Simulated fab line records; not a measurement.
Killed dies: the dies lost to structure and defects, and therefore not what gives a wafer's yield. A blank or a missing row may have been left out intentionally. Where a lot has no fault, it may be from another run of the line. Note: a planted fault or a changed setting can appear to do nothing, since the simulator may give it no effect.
Matching of chambers | flow nandHarc | NHARC_A_STAIRCASE_DEP_151 on pecvd-04 has 3 sister chambers
The step deposits SiO2, target thk 3800 nm. 3 wafers are shown with their chamber, then 7 later ones without.

## WAFERS, EACH WITH ITS CHAMBER
wafer  | chamber | heaterPowerOuterW (W)
L084.1 | 0       | 373
L088.1 | 1       | 527
L088.2 | 2       | 484

## WAFERS MISSING THEIR CHAMBER
wafer  | heaterPowerOuterW (W)
L088.4 | 408
L089.1 | 405
L089.2 | 448
L089.5 | 375
L095.2 | 538
L095.4 | 322
L095.5 | 311

## THE CHAMBER EACH PASSED THROUGH
wafer  | from the rows above          | in truth
L088.4 | can't be placed: 0 or 2      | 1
L089.1 | can't be placed: 0 or 2      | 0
L089.2 | can't be placed: 2 or 0 or 1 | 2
L089.5 | 0                            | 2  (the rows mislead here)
L095.2 | can't be placed: 1 or 2      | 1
L095.4 | 0                            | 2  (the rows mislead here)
L095.5 | 0                            | 0
Correct placement for 1 of the 7. These rows do not allow placing 4 (true chamber among the candidates in 3). Number placed wrongly: 2.
How it was worked out, from the rows above alone: a wafer's distance from a chamber is the root of the sum, over the readings, of the square of ((its reading less the chamber's mean) divided by the reading's scatter). The wafer belongs to the nearest chamber; if the next one is less than 2 further off, it can't be placed. Each chamber's mean is taken over the wafers shown for it. The scatter: with one shown wafer a chamber, the root of the mean of the squares of how far each hidden wafer lies from its nearest shown one.
